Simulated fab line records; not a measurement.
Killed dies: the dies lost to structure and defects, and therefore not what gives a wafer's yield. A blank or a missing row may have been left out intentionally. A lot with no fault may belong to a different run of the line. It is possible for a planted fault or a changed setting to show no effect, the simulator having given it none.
Split-lot experiment | flow n5_finfet | on a route of 1938 steps: 7 lots, 21 wafers read

SPLIT DETAILS
At N5_BEOL_M0_ETCH_109 (etches SiCN in CH3F/O2, target depth 8 nm, overetch 2.4 nm, time 27.4 s), the setting bias_w was moved away from the recipe's 75 W on 3 of the 21 wafers read, by -9.5% to +12.5%. The other wafers ran this setting at the recipe's value.

The reading is taken at the split's own step.

THE READING
rf_vpp_V, in V, at N5_BEOL_M0_ETCH_109 (etches SiCN in CH3F/O2, target depth 8 nm, overetch 2.4 nm, time 27.4 s). Fault-free wafers of this fab line usually give 297.4 V, standard deviation 1.6 V.

wafer  | tool, chamber at the split | bias_w as run, W | against the recipe | rf_vpp_V, V | against lot-mates on the recipe
L077.2 | rie_diel-01, 1             | 75               | recipe             | 298.4       | -
L077.3 | rie_diel-01, 3             | 75               | recipe             | 295.6       | -
L077.5 | rie_diel-01, 1             | 75               | recipe             | 297.8       | -
L078.2 | rie_diel-05, 0             | 83.24            | +11.0%             | 316.0       | +16.9
L078.3 | rie_diel-05, 3             | 75               | recipe             | 300.2       | -
L078.5 | rie_diel-05, 1             | 75               | recipe             | 298.0       | -
L079.3 | rie_diel-03, 2             | 75               | recipe             | 298.2       | -
L079.4 | rie_diel-03, 1             | 75               | recipe             | 295.8       | -
L079.6 | rie_diel-03, 0             | 75               | recipe             | 299.0       | -
L080.2 | rie_diel-01, 2             | 75               | recipe             | 300.4       | -
L080.3 | rie_diel-01, 0             | 75               | recipe             | 299.7       | -
L080.4 | rie_diel-01, 3             | 75               | recipe             | 296.4       | -
L086.1 | rie_diel-05, 0             | 75               | recipe             | 296.4       | -
L086.2 | rie_diel-05, 2             | 75               | recipe             | 297.3       | -
L086.3 | rie_diel-05, 3             | 75               | recipe             | 299.5       | -
L090.3 | rie_diel-03, 1             | 75               | recipe             | 297.0       | -
L090.5 | rie_diel-03, 3             | 67.9             | -9.5%              | 278.0       | -18.9
L090.6 | rie_diel-03, 2             | 75               | recipe             | 296.9       | -
L091.1 | rie_diel-05, 3             | 75               | recipe             | 299.3       | -
L091.4 | rie_diel-05, 1             | 75               | recipe             | 298.1       | -
L091.6 | rie_diel-05, 1             | 84.39            | +12.5%             | 320.8       | +22.1

FIT RESULTS
A straight line over all 21 wafers: rf_vpp_V changes by +1.84 V for each +1% of bias_w; r = +0.98; the points scatter about the line by 1.6 V.
The same after taking each lot's own level away (the mean of its wafers on the recipe; 21 wafers): +1.76 V for each +1%; r = +0.98; scatter 1.4 V.
On that fit, the largest move of bias_w shifts the reading by 22 V.
From 296.95 to 299.10 V: that is the span of the lots' own levels, equal to 1.3 times the standard deviation above.
So the lot-to-lot level changes the slope little: the two slopes agree.
Check: for one of the wafers moved furthest among these (+12.5%), held out of the fit, the line's prediction against its lot-mates is +21.5 V. It came out at +22.1 V against them.
Tool readings at the split's step, against how far the setting was moved: rf_vpp_V r = +0.98.

OTHER SPLITS ON THESE WAFERS
Note: prior to the reading, these wafers also went through further splits. Each is held against what the fit with the lots' levels taken away leaves over:
other split on the same wafers   | wafers away from the commonest value | r with rf_vpp_V (lot level and that fit taken away)
N5_BEOL_M0_SAQP_COAT_81 spin_rpm | 8                                    | +0.27
N5_BEOL_M0_ETCH_138 bias_w       | 7                                    | +0.14

THE FILE'S OWN FIT
rf_vpp_V changes by +1.75 V for each +1% of bias_w, r = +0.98.
